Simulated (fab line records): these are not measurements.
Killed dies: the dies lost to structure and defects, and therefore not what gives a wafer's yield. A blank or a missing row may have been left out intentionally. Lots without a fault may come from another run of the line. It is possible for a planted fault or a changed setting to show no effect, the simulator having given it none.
Chamber matching -- flow n5-finfet -- N5_BEOL_M7_PECVD_70 on pecvd-04 has 3 sister chambers
The step deposits SiO2 from TEOS/O2, target thk 20 nm, time 22.7 s. 3 wafers are shown with their chamber, then 8 later ones without.

EACH WAFER AND ITS CHAMBER
wafer,chamber,throttle-valve-pct (%)
L078.5,2,22.0
L084.1,0,22.5
L086.3,1,25.9

WAFERS WITH NO CHAMBER GIVEN
wafer,throttle-valve-pct (%)
L086.4,20.3
L086.6,25.9
L092.1,20.2
L092.2,22.4
L092.5,20.4
L097.2,25.9
L097.4,25.8
L097.5,20.5

CHAMBER TAKEN BY EACH
wafer,from the rows above,in truth
L086.4,can't be placed: 2 or 0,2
L086.6,1,1
L092.1,can't be placed: 2 or 0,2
L092.2,can't be placed: 0 or 2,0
L092.5,can't be placed: 2 or 0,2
L097.2,1,1
L097.4,1,1
L097.5,can't be placed: 2 or 0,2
Placed correctly: 3 of 8. These rows do not allow placing 5 (true chamber among the candidates in 5). Number placed wrongly: 0.
How it was worked out, from the rows above alone: a wafer's distance from a chamber is the root of the sum, over the readings, of the square of ((its reading less the chamber's mean) divided by the reading's scatter). If the next closest chamber is less than 2 further off than the closest, the wafer can't be placed; otherwise it belongs to the closest. Each chamber's mean is taken over the wafers shown for it. The scatter (one wafer shown for each chamber): square how far every hidden wafer sits from the nearest shown wafer, average those squares and take the square root.
